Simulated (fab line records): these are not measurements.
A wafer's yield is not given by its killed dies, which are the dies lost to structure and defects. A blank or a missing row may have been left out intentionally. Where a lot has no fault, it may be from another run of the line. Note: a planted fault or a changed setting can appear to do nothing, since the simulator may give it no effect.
Struck lot and sound lot, side by side | flow n5 finfet | 18 steps out of a route of 1938
Sound: these wafers, L352.3, L352.4, L352.6. Struck: wafer L354.1 (L354.5, L354.6, from the same lot, were not struck and are left out); the cause is given at the end.
For every step that has rows: the tool of each side, followed by ch and its chambers, followed by its first start. Under that, the readings that differ: sound wafers | struck wafers | difference of the means | sigmas: that difference in standard deviations of wafers without a fault.
alike: same words and numbers on both sides, and readings whose means sit less than 2 such deviations apart. not compared: any withheld reading, any reading some wafer has no value for, any bound like >300 that may hide the same value, and any number with overlapping values for which the record gives no deviation.
A row with sigmas, a row that says differs or no value, or rows on one side alone: a step with any of these is where the two part. Non-overlapping numbers with no deviation appear without sigmas and do not part them. Lack of a reading on every wafer of one side parts them only where that side has two or more wafers.

first, 9 steps without rows for these wafers: N5_SD_EPI_N_COAT_33 (time 60 s, resist thk 35 nm); N5_SD_EPI_N_COAT_03 (resist thk 150 nm); N5_SD_EPI_N_EBR_05; N5_SD_EPI_N_SOFTBAKE_04 (time 60 s); N5_SD_EPI_N_EXPOSE_06 (exposes mask SD N BLK, target cd 120 nm); N5_SD_EPI_N_PEB_07 (peb time 60 s); N5_SD_EPI_N_DEVELOP_08 (develop time 30 s); N5_SD_EPI_N_DESCUM_14 (chemistry O2, time 7.9 s); N5_SD_EPI_N_ETCH_34 (etches SiARC in CF4, target depth 45.5 nm, time 75.8 s).
N5_SD_EPI_N_ETCH_35: etches SOC in N2/H2, overetch 108 nm, time 486 s.
  sound on rie diel-02 ch 2,3, day 3 19:44; struck on rie diel-02 ch 1, day 4 09:04
  reading                                     | sound             | struck | difference | sigmas
  oes product au (a.u.)                       | 0.78 0.77 0.62    | 0.52   | -0.20      | -3
  model.SD_EPI_N.cd nm (nm)                   | 119.2 118.6 119.2 | 124.4  | +5.4       |
  model.SiARC_of_SD_EPI_N_COAT_33.thk nm (nm) | 19.2 19.2 20      | 15.4   | -4.1       |
  alike: drypump motor current A, n2 flow sccm, rf vpp V, showerhead plenum p Torr, throttle valve pct
  not compared: rf hours counter h
then, 3 steps without rows for these wafers: N5_SD_EPI_N_STRIP_36 (strips in N2/H2); N5_SD_EPI_N_ETCHBACK_44 (etches SiNx in CH3F/O2, stops on SiO2, target depth 14.5 nm); N5_SD_EPI_N_ETCH_45 (etches SiOCN in CH3F/O2, target depth 6 nm).
N5_SD_EPI_N_ETCH_16: etches SiO2 in CHF3/O2, target depth 5 nm.
  sound on rie diel-02 ch 2,3, day 3 20:15; struck on rie diel-02 ch 1, day 4 09:35
  reading                                     | sound        | struck | difference | sigmas
  model.SiARC_of_SD_EPI_N_COAT_33.thk nm (nm) | 11.6 11.6 13 | 8.2    | -3.9       |
  alike: drypump motor current A, oes product au, rf vpp V, showerhead plenum p Torr, throttle valve pct
  not compared: rf hours counter h
then, 1 step without rows for these wafers: N5_SD_EPI_N_STRIP_47 (strips in CHF3/O2).
N5_SD_EPI_N_SD_RECESS_17: chemistry HBr/Cl2/O2, target depth 41 nm, time 23.7 s, bt time 3 s.
  sound on rie si-01 ch 0,2,3, day 3 20:19; struck on rie si-06 ch 1, day 4 09:40
  reading                   | sound             | struck | difference | sigmas
  throttle valve pct (%)    | 37.3 36.9 36.9    | 36.3   | -0.7       | -2
  model.SD_EPI_N.cd nm (nm) | 119.4 118.6 119.2 | 124.2  | +5.1       |
  alike: drypump motor current A, oes product au
  not compared: rf hours counter h
then, 1 step without rows for these wafers: N5_SD_EPI_N_STRIP_38 (strips in N2/H2).
-- here the record skips 6 days between the struck wafers' starts before and after, leaving off in module SD_EPI_N and picking up in module BEOL_M4 (first step shown: number 1111 of the route) --
N5_BEOL_M4_RC_MEAS_101:
  sound on prober-02 ch 0, day 9 09:29; struck on prober-01 ch 0, day 10 15:33
  alike: DIBL_N, DIBL_P, IOFF_N, IOFF_P, ION_N, ION_P, SS_N, SS_P, VT_N, VT_P

WHERE THEY PART
At N5_SD_EPI_N_ETCH_35 first; at N5_SD_EPI_N_SD_RECESS_17 last (within this record only). Later steps at which nothing parts them and some readings are alike: N5_BEOL_M4_RC_MEAS_101.

WHY: what the simulator had put in
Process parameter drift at N5_SD_EPI_N_ETCH_35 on rie diel-02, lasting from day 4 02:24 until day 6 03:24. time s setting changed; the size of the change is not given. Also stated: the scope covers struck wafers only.
